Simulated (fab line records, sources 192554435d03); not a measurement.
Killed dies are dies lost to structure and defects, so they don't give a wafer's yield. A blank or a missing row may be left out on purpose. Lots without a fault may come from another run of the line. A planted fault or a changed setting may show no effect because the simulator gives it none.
fab line records | flow n5_finfet
record lots=7 wafers=39
route steps=1938 shown BEOL_M0_SAQP@698 BEOL_M0_CUTY@701 BEOL_M0@715 BEOL_M1@797
start_h: hours from the record's first day to the start of the lot's first wafer shown | wait_h: hours since the lot's step before | " the same as in the row above | L1.1+2: a row that stands for several wafers | - no value, or no start given | * or withheld: withheld | < > ~ a bound
route shown NAME@n: a module of which the file shows steps, and the number in the route of the first | usual: mean/standard deviation of fault-free wafers | same: alike in all rows | chamber/n: place in a boat | sites: the reading at each site | _std_site: their standard deviation | _edge_site: outer sites' mean less inner sites' | radius_mm: how far each site lies from the wafer's centre | mask NAME#n: copy n | behind: the tool/chamber that last shaped the wafer | hold: why the lot was held/for how many hours/how that ended | device: the transistor (n, p or np) that didn't switch | end of line: the same wafers' tests at the end of the route | a step without rows: its recipe alone | killed: dies lost to structure and defects at the first sort, not the wafer's yield | map: a wafer's dies, x killed, . not, _ none there
set.NAME: the setting as run; set.NAME@STEP: as run at that earlier step | model.NAME: the simulator's own value behind a step, which no gauge read
lots whose settings were changed on purpose; a table a step, a row a wafer
## steps
# step N5_BEOL_M0_SAQP_ALD_48
# recipe material=SiO2 target_thk_a=200 temp_c=100 ald_precursor_family=BDEAS ald_co_reactant=O2-plasma pulse_time_s=1 co_reactant_pulse_time_s=1 purge_time_s=2 co_reactant_purge_time_s=2 ald_cycles=139 pressure_torr=2
# columns lot.wafer tool chamber start_h wait_h set.ald_cycles model.SiO2_of_BEOL_M0_SAQP_ALD_48.thk_nm
L079.2 ald_sin-04 3 147.46 0.1 139 19.8
L079.3+5 " 2,1 " " 139 20
L083.1 ald_sin-04 1 165.48 0.0 139 20
L083.2+4+5 " 0,2,2 " " 139 20.2
L083.3+6 " 3 " " 139 19.8
L084.1 ald_sin-03 3 174.66 0.0 197 28.6
L084.2+6 " 1 " " 197 28.4
L084.3+4+5 " 2,0,2 " " 139 20.2
L085.1+2+4+5 ald_sin-01 2,3,1,0 181.17 0.0 139 20
L085.3+6 " 0,1 " " 139 20.2
L087.1 ald_sin-01 1 195.47 0.0 81 11.8
L087.2+4 " 2,0 " " 81 11.6
L087.3+6 " 3,0 " " 139 20
L087.5 " 1 " " 139 20.2
L088.1+5+6 ald_sin-03 2,2,3 199.43 0.0 106 15.4
L088.2+3+4 " 3,0,0 " " 139 20.2
L092.1+4 ald_sin-01 1,2 219.54 0.0 196 28.2
L092.2+3+5 " 0,3,2 " " 139 20
L092.6 " 1 " " 196 28.4
# step N5_BEOL_M0_SAQP_ETCH_49
# recipe chemistry=CF4/O2 target_depth_a=370 target=SiO2 pressure_mtorr=40 source_w=535 bias_w=49 Ar_flow_sccm=100 cf4_flow_sccm=100 O2_flow_sccm=10 ion_energy_ev=100
# columns lot.wafer tool chamber start_h wait_h set.ald_cycles@BEOL_M0_SAQP_ALD_48 model.SiO2_of_BEOL_M0_SAQP_ALD_48.thk_nm
L079.2+3+5 rie_diel-06 0,3,0 148.04 0.3 139 14
L083.1 rie_diel-03 0 166.01 0.3 139 13.6
L083.2 " 1 " " 139 14.4
L083.3 " 2 " " 139 15.4
L083.4 " 0 " " 139 13.8
L083.5 " 2 " " 139 15.8
L083.6 " 1 " " 139 14.2
L084.1 rie_diel-03 0 175.20 0.3 197 20
L084.2+6 " 1 " " 197 20.8
L084.3 " 3 " " 139 13.8
L084.4 " 2 " " 139 15.4
L084.5 " 2 " " 139 16
L085.1+5 rie_diel-06 3,0 181.69 0.3 139 14.4
L085.2 " 0 " " 139 14.6
L085.3 " 2 " " 139 14.2
L085.4 " 1 " " 139 15.8
L085.6 " 3 " " 139 14.8
L087.1 rie_diel-03 1 195.99 0.3 81 8.4
L087.2 " 2 " " 81 9.8
L087.3 " 0 " " 139 13.8
L087.4 " 3 " " 81 7.6
L087.5 " 1 " " 139 14.8
L087.6 " 2 " " 139 15.4
L088.1 rie_diel-03 3 200.04 0.4 106 10.4
L088.2 " 0 " " 139 14
L088.3 " 1 " " 139 14.6
L088.4 " 2 " " 139 15.8
L088.5 " 2 " " 106 12.4
L088.6 " 1 " " 106 11.2
L092.1 rie_diel-03 0 220.13 0.3 196 20
L092.2 " 2 " " 139 15.6
L092.3 " 1 " " 139 15.4
L092.4 " 3 " " 196 19.4
L092.5 " 1 " " 139 14.8
L092.6 " 2 " " 196 22
# step N5_BEOL_M0_SAQP_STRIP_75
# recipe chemistry=CF4 resist=SiARC power_w=300 bias_power_w=75 pressure_mtorr=50 cf4_flow_sccm=150 rf_frequency_hz=6e+07
# columns lot.wafer tool chamber start_h wait_h set.ald_cycles@BEOL_M0_SAQP_ALD_48 model.SiO2_of_BEOL_M0_SAQP_ALD_48.thk_nm
L079.2+3 rie_diel-06 0,3 148.14 0.1 139 13.8
L079.5 " 0 " " 139 13.6
L083.1 rie_diel-03 0 166.11 0.1 139 13.4
L083.2 " 1 " " 139 14.2
L083.3 " 2 " " 139 15
L083.4 " 0 " " 139 13.6
L083.5 " 2 " " 139 15.4
L083.6 " 1 " " 139 14
L084.1 rie_diel-03 0 175.30 0.1 197 19.6
L084.2+6 " 1 " " 197 20.4
L084.3 " 3 " " 139 13.6
L084.4 " 2 " " 139 15.2
L084.5 " 2 " " 139 15.6
L085.1+5 rie_diel-06 3,0 181.79 0.1 139 14.2
L085.2+6 " 0,3 " " 139 14.4
L085.3 " 2 " " 139 14
L085.4 " 1 " " 139 15.4
L087.1 rie_diel-03 1 196.09 0.1 81 8.4
L087.2 " 2 " " 81 9.6
L087.3 " 0 " " 139 13.6
L087.4 " 3 " " 81 7.4
L087.5 " 1 " " 139 14.6
L087.6 " 2 " " 139 15.2
L088.1 rie_diel-03 3 200.14 0.1 106 10.2
L088.2 " 0 " " 139 13.8
L088.3 " 1 " " 139 14.4
L088.4 " 2 " " 139 15.6
L088.5 " 2 " " 106 12.2
L088.6 " 1 " " 106 11
L092.1 rie_diel-03 0 220.23 0.1 196 19.6
L092.2 " 2 " " 139 15.4
L092.3 " 1 " " 139 15
L092.4 " 3 " " 196 19
L092.5 " 1 " " 139 14.6
L092.6 " 2 " " 196 21.6
# step N5_BEOL_M0_CUTY_COAT_50
# recipe resist=SiARC temp_c=220 time_s=60 spin_rpm=1500 resist_thk_nm=15
# step N5_BEOL_M0_CUTY_COAT_51
# recipe resist=CAR-ArF-block spin_rpm=1500 resist_thk_nm=150
# step N5_BEOL_M0_CUTY_DESCUM_61
# recipe chemistry=O2 time_s=7.9 source_power_w=50 bias_power_w=20 pressure_mtorr=20 rf_frequency_hz=2.712e+07 temp_c=40 resist=CAR-ArF-block o2_flow_sccm=225
# step N5_BEOL_M0_CUTY_ETCH_62
# recipe chemistry=CF4 target=SiARC mask_material=CAR-ArF-block time_s=58.5 ion_energy_ev=80 pressure_mtorr=40 source_w=545 bias_w=36 Ar_flow_sccm=100 cf4_flow_sccm=100 ends=cleared
# columns lot.wafer tool chamber start_h wait_h set.ald_cycles@BEOL_M0_SAQP_ALD_48 model.SiO2_of_BEOL_M0_SAQP_ALD_48.thk_nm
L079.2+3+5 rie_diel-05 0,2,0 149.06 0.0 139 12.4
L083.1 rie_diel-02 2 166.76 0.0 139 12
L083.2 " 1 " " 139 12.8
L083.3 " 3 " " 139 13.6
L083.4 " 0 " " 139 12.4
L083.5 " 1 " " 139 14
L083.6 " 2 " " 139 12.6
L084.1 rie_diel-05 0 175.70 0.0 197 17.6
L084.2+6 " 3,2 " " 197 18.4
L084.3 " 2 " " 139 12.2
L084.4 " 1 " " 139 13.8
L084.5 " 3 " " 139 14.2
L085.1+5 rie_diel-01 3,1 182.18 0.0 139 12.8
L085.2+6 " 2,0 " " 139 13
L085.3 " 1 " " 139 12.6
L085.4 " 0 " " 139 14
L087.1 rie_diel-05 2 197.23 0.0 81 7.6
L087.2 " 0 " " 81 8.6
L087.3 " 3 " " 139 12.2
L087.4 " 1 " " 81 6.8
L087.5 " 3 " " 139 13.2
L087.6 " 0 " " 139 13.8
L088.1 rie_diel-01 0 200.63 0.0 106 9.2
L088.2 " 2 " " 139 12.6
L088.3 " 3 " " 139 13
L088.4 " 1 " " 139 14
L088.5 " 2 " " 106 11
L088.6 " 3 " " 106 10
L092.1 rie_diel-05 0 220.74 0.0 196 17.8
L092.2 " 2 " " 139 13.8
L092.3 " 1 " " 139 13.6
L092.4 " 3 " " 196 17.2
L092.5 " 2 " " 139 13.2
L092.6 " 3 " " 196 19.4
# step N5_BEOL_M0_CUTY_ETCH_63
# recipe chemistry=N2/H2 target=SOC target_depth_a=827 overetch_a=165 mask_material=SiARC temp_c=40 ion_energy_ev=200 time_s=124 pressure_mtorr=30 source_w=840 bias_w=150 n2_flow_sccm=200 h2_flow_sccm=200
# columns lot.wafer tool chamber start_h wait_h set.ald_cycles@BEOL_M0_SAQP_ALD_48 model.SiO2_of_BEOL_M0_SAQP_ALD_48.thk_nm
L079.2+3+5 rie_diel-05 2,0,2 149.10 0.0 139 11.6
L083.1 rie_diel-02 2 166.81 0.0 139 11.2
L083.2 " 1 " " 139 12
L083.3 " 3 " " 139 12.8
L083.4 " 0 " " 139 11.6
L083.5 " 1 " " 139 13.2
L083.6 " 2 " " 139 11.8
L084.1 rie_diel-05 0 175.75 0.0 197 16.6
L084.2 " 3 " " 197 17.4
L084.3 " 2 " " 139 11.4
L084.4 " 1 " " 139 13
L084.5 " 3 " " 139 13.2
L084.6 " 2 " " 197 17.2
L085.1+5 rie_diel-01 3,1 182.23 0.0 139 12
L085.2+6 " 2,0 " " 139 12.2
L085.3 " 1 " " 139 11.8
L085.4 " 0 " " 139 13.2
L087.1 rie_diel-05 2 197.28 0.0 81 7
L087.2 " 0 " " 81 8.2
L087.3 " 3 " " 139 11.4
L087.4 " 1 " " 81 6.4
L087.5 " 3 " " 139 12.4
L087.6 " 0 " " 139 13
L088.1 rie_diel-01 0 200.67 0.0 106 8.6
L088.2 " 2 " " 139 11.8
L088.3 " 3 " " 139 12.2
L088.4 " 1 " " 139 13.2
L088.5 " 2 " " 106 10.4
L088.6 " 3 " " 106 9.4
L092.1 rie_diel-05 0 220.79 0.0 196 16.6
L092.2 " 2 " " 139 13
L092.3 " 1 " " 139 12.8
L092.4 " 3 " " 196 16.2
L092.5 " 2 " " 139 12.4
L092.6 " 3 " " 196 18.2
# step N5_BEOL_M0_CUTY_STRIP_64
# recipe chemistry=N2/H2 temp_c=40 n2_flow_sccm=200 h2_flow_sccm=200 rf_frequency_hz=6e+07
# step N5_BEOL_M0_ETCH_138
# recipe chemistry=CH3F/O2 target_depth_a=120 target=SiCN time_s=31.6 ion_energy_ev=120 pressure_mtorr=30 source_w=395 bias_w=75 Ar_flow_sccm=150 CH3F_flow_sccm=30 O2_flow_sccm=20 ends=cleared
# step N5_BEOL_M0_HM_OPEN_105
# recipe chemistry=Cl2/BCl3 target_depth_a=120 target=TiN ion_energy_ev=150 pressure_mtorr=10 icp_w=1000 bias_w=126 Cl2_flow_sccm=53.25 bcl3_flow_sccm=21.75 Ar_flow_sccm=25
# step N5_BEOL_M0_STRIP_140
# recipe chemistry=CF4 resist=SiARC power_w=300 bias_power_w=75 pressure_mtorr=50 cf4_flow_sccm=150 rf_frequency_hz=6e+07
# columns lot.wafer tool chamber start_h wait_h set.ald_cycles@BEOL_M0_SAQP_ALD_48 model.SiO2_of_BEOL_M0_SAQP_ALD_48.thk_nm
L079.2+3+5 rie_diel-02 2,1,2 151.40 0.1 139 10.8
L083.1 rie_diel-02 0 167.38 0.2 139 10.4
L083.2 " 3 " " 139 11.2
L083.3 " 1 " " 139 11.8
L083.4 " 2 " " 139 10.8
L083.5 " 0 " " 139 12.2
L083.6 " 1 " " 139 11
L084.1 rie_diel-05 1 176.76 0.1 197 15.4
L084.2+6 " 2,3 " " 197 16
L084.3 " 3 " " 139 10.6
L084.4 " 0 " " 139 12
L084.5 " 0 " " 139 12.2
L085.1 rie_diel-01 0 182.98 0.1 139 11
L085.2+5 " 1,0 " " 139 11.2
L085.3 " 3 " " 139 10.8
L085.4 " 2 " " 139 12.2
L085.6 " 1 " " 139 11.4
L087.1 rie_diel-02 1 197.78 0.1 81 6.6
L087.2 " 3 " " 81 7.6
L087.3 " 0 " " 139 10.6
L087.4 " 2 " " 81 5.8
L087.5 " 3 " " 139 11.4
L087.6 " 2 " " 139 12
L088.1 rie_diel-02 3 203.37 0.1 106 8
L088.2 " 1 " " 139 10.8
L088.3 " 0 " " 139 11.2
L088.4 " 2 " " 139 12.2
L088.5 " 2 " " 106 9.6
L088.6 " 3 " " 106 8.6
L092.1 rie_diel-02 0 222.97 0.6 196 15.4
L092.2 " 1 " " 139 12
L092.3 " 2 " " 139 11.8
L092.4 " 3 " " 196 15
L092.5 " 1 " " 139 11.4
L092.6 " 0 " " 196 16.8
# step N5_BEOL_M1_VIA_ETCH_34
# recipe chemistry=C4F6/O2 target_depth_a=678 mask_material=SOC pressure_mtorr=15 ion_energy_ev=250 taper_deg=4 time_s=64.4 source_w=350 bias_w=170 Ar_flow_sccm=300 C4F6_flow_sccm=10 O2_flow_sccm=10
# columns lot.wafer tool chamber start_h wait_h set.target_depth_a model.etch.depth_nm model.SOC_of_BEOL_M1_COAT_67.thk_nm
L079.2 rie_diel-03 1 159.43 0.0 678 67.39 52
L079.3 " 0 " " 678 69.16 52
L079.5 " 0 " " 678 69.69 51.6
L083.1 rie_diel-04 0 176.80 0.0 965.7 99.19 48
L083.2 " 2 " " 965.7 98.21 48.2
L083.3 " 1 " " 678 68.28 51.6
L083.4 " 3 " " 678 69.33 51.8
L083.5 " 0 " " 678 69.66 51.4
L083.6 " 1 " " 965.7 96.66 48.4
L084.1 rie_diel-04 2 187.31 0.0 533.7 54.49 53.4
L084.2 " 3 " " 678 68.44 52
L084.3 " 0 " " 678 69.94 51.4
L084.4 " 0 " " 533.7 55.1 53.2
L084.5 " 3 " " 678 68.9 51.8
L084.6 " 2 " " 533.7 54.13 53.4
L085.1 rie_diel-04 2 189.96 0.0 981.1 98.1 48.4
L085.2 " 0 " " 981.1 99.87 47.8
L085.3 " 3 " " 678 68.61 51.8
L085.4 " 3 " " 678 68.47 52.2
L085.5 " 2 " " 678 68.54 51.8
L085.6 " 0 " " 981.1 101 47.8
L087.1 rie_diel-03 2 214.18 0.0 678 65.93 52
L087.2 " 1 " " 988.5 97.39 48.4
L087.3 " 0 " " 988.5 100.7 48
L087.4 " 3 " " 988.5 99.64 48.2
L087.5 " 1 " " 678 67.5 52
L087.6 " 0 " " 678 69.35 51.8
L088.1 rie_diel-04 2 215.76 0.0 396.8 40.34 55.2
L088.2 " 1 " " 678 69 51.6
L088.3 " 0 " " 396.8 41 55
L088.4 " 3 " " 396.8 40.44 55.2
L088.5 " 0 " " 678 70.25 51.6
L088.6 " 1 " " 678 68.85 51.8
L092.1 rie_diel-04 2 232.63 0.0 678 69.8 51.8
L092.2 " 0 " " 832.7 85.66 49.6
L092.3 " 3 " " 678 69.14 52
L092.4 " 1 " " 678 69.4 51.8
L092.5 " 2 " " 832.7 85.24 50.2
L092.6 " 1 " " 832.7 85.54 50
## key
split step=N5_BEOL_M0_SAQP_ALD_48 setting=ald_cycles stated=139 by=wafer
response step=N5_BEOL_M0_SAQP_ALD_48 reading=model.SiO2_of_BEOL_M0_SAQP_ALD_48.thk_nm change=+0.201 per=1% r=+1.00
response step=N5_BEOL_M0_SAQP_ETCH_49 reading=model.SiO2_of_BEOL_M0_SAQP_ALD_48.thk_nm change=+0.136 per=1% r=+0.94
response step=N5_BEOL_M0_SAQP_STRIP_75 reading=model.SiO2_of_BEOL_M0_SAQP_ALD_48.thk_nm change=+0.133 per=1% r=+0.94
response step=N5_BEOL_M0_CUTY_ETCH_62 reading=model.SiO2_of_BEOL_M0_SAQP_ALD_48.thk_nm change=+0.12 per=1% r=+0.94
response step=N5_BEOL_M0_CUTY_ETCH_63 reading=model.SiO2_of_BEOL_M0_SAQP_ALD_48.thk_nm change=+0.113 per=1% r=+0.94
response step=N5_BEOL_M0_STRIP_140 reading=model.SiO2_of_BEOL_M0_SAQP_ALD_48.thk_nm change=+0.104 per=1% r=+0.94
split step=N5_BEOL_M1_VIA_ETCH_34 setting=target_depth_a stated=678 by=wafer
response step=N5_BEOL_M1_VIA_ETCH_34 reading=model.etch.depth_nm change=+0.691 per=1% r=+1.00
response step=N5_BEOL_M1_VIA_ETCH_34 reading=model.SOC_of_BEOL_M1_COAT_67.thk_nm change=-0.083 per=1% r=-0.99
